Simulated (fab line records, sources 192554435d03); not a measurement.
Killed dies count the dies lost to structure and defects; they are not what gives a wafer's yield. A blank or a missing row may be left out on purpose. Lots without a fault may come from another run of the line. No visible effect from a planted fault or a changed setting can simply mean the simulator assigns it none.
The tool behind it: which one? -- flow n5Finfet -- Sampling: 7 lots, 21 wafers, 4 of 1938 route steps

## WHAT THE GAUGES READ, wafer by wafer
N5_BEOL_M0_SAQP_CD_MEAS_25 targets a cd of 13.1 nm.
lot,measured,on,cdNm (nm)
L371,day 6 01:56,cdSem-03,12.70 12.87 12.82
L373,day 6 17:52,cdSem-02,12.91 13.03 12.80
L377,day 7 17:25,cdSem-02,12.59 12.72 12.82
L382,day 8 23:02,cdSem-01,- - -
L384,day 9 09:46,cdSem-03,12.82 13.09 12.81
L386,day 9 22:03,cdSem-03,12.86 13.02 12.82
L390,day 10 18:23,cdSem-01,12.97 12.60 12.85

## TOOL THAT RAN EACH LOT (tool first, then ch and the chambers of the sampled wafers, then the start)
lot,N5_BEOL_M0_SAQP_PECVD_97,N5_BEOL_M0_SAQP_MANDREL_ETCH_20,N5_BEOL_M0_SAQP_SPACER1_ETCHBACK_99
L371,"pecvd-03 ch 0,2, day 5 23:19","rieSi-03 ch 2,3, day 6 00:30","rieDiel-02 ch 0,1,2, day 6 01:44"
L373,"pecvd-03 ch 0,1, day 6 15:22","rieSi-03 ch 0,2, day 6 16:34","rieDiel-02 ch 0,2,3, day 6 17:40"
L377,"pecvd-02 ch 0,2, day 7 13:17","rieSi-04 ch 1,2, day 7 14:14","rieDiel-02 ch 1,3, day 7 17:13"
L382,"pecvd-01 ch 0,1, day 8 19:52","rieSi-03 ch 2,3, day 8 20:51","rieDiel-02 ch 0,1, day 8 22:50"
L384,"pecvd-03 ch 0,2, day 9 07:03","rieSi-02 ch 1,2, day 9 08:10","rieDiel-03 ch 1,2, day 9 09:34"
L386,"pecvd-02 ch 0,2, day 9 17:58","rieSi-03 ch 0,1,2, day 9 18:49","rieDiel-04 ch 1,2, day 9 21:51"
L390,"pecvd-03 ch 0,2, day 10 16:10","rieSi-02 ch 1,2, day 10 17:01","rieDiel-04 ch 0,2, day 10 18:11"
- N5_BEOL_M0_SAQP_PECVD_97: deposits SiNx from SiH4/NH3/N2, target thk 23 nm, time 19.9 s.
- N5_BEOL_M0_SAQP_MANDREL_ETCH_20: etches a-Si in HBr/Cl2, stops on SiNx, target depth 60 nm, bt time 10 s, time 30 s.
- N5_BEOL_M0_SAQP_SPACER1_ETCHBACK_99: etches SiO2 in CHF3/O2, target depth 15.4 nm, time 7.7 s.

## THE ANSWER, worked out from the rows above alone
Rule: the usual values come from the lots themselves. Put in order of their means at a reading, lots are off if they are a third of the lots or fewer, leave a main group of 4 or more, and stand apart from it by a gap of 3 or more times the standard deviation of the main group's means; of several such gaps the widest counts. A main group whose means are all the same, to the digits that the tables above print for the reading, isn't used. A lot without any number at a reading at which 4 lots or more have one is off too. The other lots that the step has rows for count as sound.
Off, at N5_BEOL_M0_SAQP_CD_MEAS_25 on cdNm: L382. Without a number there: L382. Mean 12.84 nm and standard deviation 0.075 in the main group.
A tool fits if, at a process step before that reading, it ran every lot that is off, and no sound lot after the first of them. The gauges at N5_BEOL_M0_SAQP_CD_MEAS_25 are tried like those tools. Can't be told from this: 2 tools fit, pecvd-01 at N5_BEOL_M0_SAQP_PECVD_97, rieDiel-02 at N5_BEOL_M0_SAQP_SPACER1_ETCHBACK_99.

## WHAT HAD BEEN PUT IN BY THE SIMULATOR
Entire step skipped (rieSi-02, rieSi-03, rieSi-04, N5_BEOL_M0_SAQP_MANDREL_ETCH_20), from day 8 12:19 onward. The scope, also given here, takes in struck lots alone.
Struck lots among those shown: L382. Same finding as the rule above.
